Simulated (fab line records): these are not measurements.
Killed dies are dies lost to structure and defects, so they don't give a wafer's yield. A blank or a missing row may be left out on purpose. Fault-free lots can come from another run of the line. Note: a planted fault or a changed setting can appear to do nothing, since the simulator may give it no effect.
Chamber matching | flow nand harc | ald hk-02 running NHARC_A_CHANNEL_FILL_D1_ALD_25: 4 sister chambers
The step deposits SiOx, target thk 60 nm, pulse time 10 s, ald cycles 600. 24 wafers are shown with their chamber, then 12 later ones without.

## WAFERS WITH THEIR CHAMBER
wafer  | chamber | heater power w (W) | precursor pulse height rel
L075.1 | 1       | 441                | 1.022
L075.4 | 0       | 412                | 0.998
L075.2 | 2       | 456                | 1.018
L075.3 | 3       | 441                | 1.018
L075.5 | 0       | 416                | 1.019
L075.6 | 1       | 431                | 0.985
L078.2 | 2       | 448                | 1.027
L078.5 | 3       | 446                | 1.015
L078.6 | 0       | 417                | 0.980
L079.1 | 0       | 415                | 1.012
L079.4 | 1       | 430                | 0.963
L079.6 | 2       | 443                | 0.989
L083.3 | 2       | 450                | 0.941
L083.1 | 3       | 434                | 0.996
L083.2 | 0       | 407                | 1.030
L083.4 | 1       | 456                | 1.047
L083.5 | 2       | 437                | 0.995
L083.6 | 3       | 443                | 1.036
L084.3 | 0       | 431                | 0.968
L084.2 | 2       | 448                | 1.000
L084.6 | 0       | 411                | 0.995
L089.1 | 3       | 406                | 0.996
L089.4 | 2       | 421                | 1.023
L089.5 | 3       | 406                | 1.000

SIGNATURES (means of the wafers above)
reading                    | chamber 0 | chamber 1 | chamber 2 | chamber 3 | scatter within a chamber
heater power w             | 415.57    | 439.50    | 443.29    | 429.33    | 12.8
precursor pulse height rel | 1.00029   | 1.00425   | 0.99900   | 1.01017   | 0.026
Rule: a wafer lies at a distance from a chamber equal to the root of the sum of squares, over the readings, of (its reading less the chamber's mean, divided by the reading's scatter). If the next closest chamber is less than 2 further off than the closest, the wafer can't be placed; otherwise it belongs to the closest. The scatter is the square root of a quotient: the sum, over the shown wafers, of each reading's squared deviation from its chamber's mean, divided by wafers minus chambers.

## WAFERS MISSING THEIR CHAMBER
wafer  | heater power w (W) | precursor pulse height rel
L091.1 | 434                | 0.983
L091.3 | 418                | 0.991
L091.2 | 412                | 1.022
L091.4 | 400                | 1.013
L091.5 | 405                | 0.996
L091.6 | 443                | 1.012
L093.1 | 414                | 0.977
L093.2 | 426                | 0.965
L093.3 | 436                | 1.011
L096.1 | 431                | 0.991
L096.4 | 420                | 0.987
L096.5 | 431                | 0.953

## WHICH CHAMBER EACH ONE RAN IN
wafer  | from the rows above               | in truth
L091.1 | can't be placed: 1 or 2 or 3 or 0 | 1
L091.3 | can't be placed: 0 or 3 or 1 or 2 | 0
L091.2 | can't be placed: 0 or 3 or 1 or 2 | 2
L091.4 | can't be placed: 0 or 3 or 1      | 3
L091.5 | can't be placed: 0 or 3 or 1      | 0
L091.6 | can't be placed: 1 or 2 or 3 or 0 | 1
L093.1 | can't be placed: 0 or 3 or 1 or 2 | 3
L093.2 | can't be placed: 0 or 3 or 1 or 2 | 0
L093.3 | can't be placed: 1 or 3 or 2 or 0 | 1
L096.1 | can't be placed: 3 or 1 or 2 or 0 | 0
L096.4 | can't be placed: 0 or 3 or 1 or 2 | 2
L096.5 | can't be placed: 2 or 1 or 0 or 3 | 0
0 of 12 placed correctly. From these rows, 12 cannot be placed; in 12 the true chamber is one of the candidates. Wrongly placed: 0.
